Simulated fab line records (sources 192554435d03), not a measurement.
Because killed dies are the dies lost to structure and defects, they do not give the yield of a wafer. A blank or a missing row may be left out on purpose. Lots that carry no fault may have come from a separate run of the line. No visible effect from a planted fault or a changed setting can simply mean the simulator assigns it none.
Comparing a struck lot with a sound one | flow n5 finfet | 16 steps out of a route of 1938
Sound: these wafers, L204.1, L204.2, L204.4. Struck: wafer L219.4 (L219.2, L219.3, from the same lot, were not struck and are left out); the cause is given at the end.
At each step with rows: each side's tool, then ch and its chambers, then its first start. Under that, the readings that differ: sound wafers | struck wafers | difference of the means | sigmas: that difference in standard deviations of wafers without a fault.
alike: same words and numbers on both sides, and readings whose means sit less than 2 such deviations apart. not compared: any withheld reading, any reading some wafer has no value for, any bound like >300 that may hide the same value, and any number with overlapping values for which the record gives no deviation.
The two part at a step that has a row with sigmas, a row that says differs or no value, or rows on one side only. When numbers do not overlap yet have no deviation, they are printed without sigmas and do not part them. Lack of a reading on every wafer of one side parts them only where that side has two or more wafers.

first, 3 steps without rows for these wafers: N5_FIN_SAQP_PRECLEAN_00 (cleans in SC1, time 60 s); N5_FIN_SAQP_PRECLEAN_44 (cleans in SC2, time 45 s); N5_FIN_SAQP_SRD_01 (time 30 s).
N5_FIN_SAQP_ALD_61: deposits SiO2, target thk 4 nm, pulse time 1 s, purge time 2 s.
  sound on ald sin-02 ch 0,2,3, day 1 21:11; struck on ald sin-03 ch 2, day 5 14:16
  reading                    | sound             | struck | difference | sigmas
  precursor pulse height rel | 0.973 1.017 1.030 | 0.965  | -0.042     | -2
  alike: heater power w
N5_FIN_SAQP_DENSIFY_62: time 60 s.
  sound on rtp anneal-02 ch 0, day 1 21:23; struck on rtp anneal-02 ch 0, day 5 14:33
  reading          | sound             | struck | difference | sigmas
  wafer_temp_C_max | 705.3 704.8 703.2 | 703.0  | -1.4       | -2
  alike: lamp power pct
N5_FIN_SAQP_HM_DEP_03: deposits SiNx from SiH4/NH3/N2, target thk 38 nm, time 33.6 s.
  sound on pecvd-01 ch 0,1,2, day 1 21:37; struck on pecvd-03 ch 0, day 5 14:53
  alike: heater power w, showerhead plenum p Torr, throttle valve pct
N5_FIN_SAQP_THK_MEAS_05:
  struck on film metro-02, day 5 14:58; sound on film metro-02, day 1 21:41
  alike: thk nm
N5_FIN_SAQP_PECVD_47: deposits a-Si from SiH4/He, target thk 45 nm, time 36.3 s.
  sound on pecvd-03 ch 0,1,2, day 1 21:44; struck on pecvd-02 ch 0, day 5 15:01
  alike: heater power w, showerhead plenum p Torr, throttle valve pct
then, 2 steps without rows for these wafers: N5_FIN_SAQP_PECVD_48 (deposits SiNx from SiH4/NH3/N2, target thk 25 nm, time 22.1 s); N5_FIN_SAQP_PECVD_06 (deposits a-Si from SiH4/He, target thk 60 nm, time 48.1 s).
N5_FIN_SAQP_THK_MEAS_07:
  struck on film metro-01, day 5 15:11; sound on film metro-02, day 1 21:54
  alike: thk nm
N5_FIN_SAQP_HM_DEP_72: deposits SiO2 from SiH4/N2O, target thk 12 nm, time 7.2 s.
  sound on pecvd-02 ch 0,1, day 1 21:56; struck on pecvd-01 ch 0, day 5 15:13
  alike: heater power w, showerhead plenum p Torr
N5_FIN_SAQP_COAT_49: time 60 s, resist thk 100 nm.
  sound on litho track-02 ch 0, day 1 22:02; struck on litho track-02 ch 0, day 5 15:17
  reading                  | sound             | struck | difference | sigmas
  heater power total W (W) | 498.1 498.7 499.9 | 524.2  | +25.3      | +14
  run length s (s)         | 66.32 66.27 66.26 | 61.53  | -4.75      | -24
then, 1 step without rows for these wafers: N5_FIN_SAQP_COAT_50 (time 60 s, resist thk 35 nm).
-- here the record skips 6 days between the struck wafers' starts before and after, leaving off in module FIN_SAQP and picking up in module BEOL_M4 (first step shown: number 1111 of the route) --
N5_BEOL_M4_RC_MEAS_101:
  sound on prober-02 ch 0, day 7 21:18; struck on prober-01 ch 0, day 11 17:29
  reading       | sound       | struck | difference | sigmas
  ION_N (uA/um) | 662 652 653 | 680    | +24        | +2
  ION_P (uA/um) | 454 450 445 | 466    | +16        | +2
  alike: DIBL_N, DIBL_P, IOFF_N, IOFF_P, SS_N, SS_P, VT_N, VT_P
-- a jump in the record: the struck wafers' starts before and after are 4 days apart (it breaks off in module BEOL_M4 and resumes in module PASSIVATION, where the first step shown is number 1936 of the route) --
N5_PASSIVATION_PROBE_49:
  rows exist in the record for the struck wafers here (prober-02, day 15 20:08), but not for the sound ones

== WHERE THEY PART ==
Last at N5_PASSIVATION_PROBE_49 as far as this record goes, first at N5_FIN_SAQP_ALD_61.

WHY: the cause the simulator had injected
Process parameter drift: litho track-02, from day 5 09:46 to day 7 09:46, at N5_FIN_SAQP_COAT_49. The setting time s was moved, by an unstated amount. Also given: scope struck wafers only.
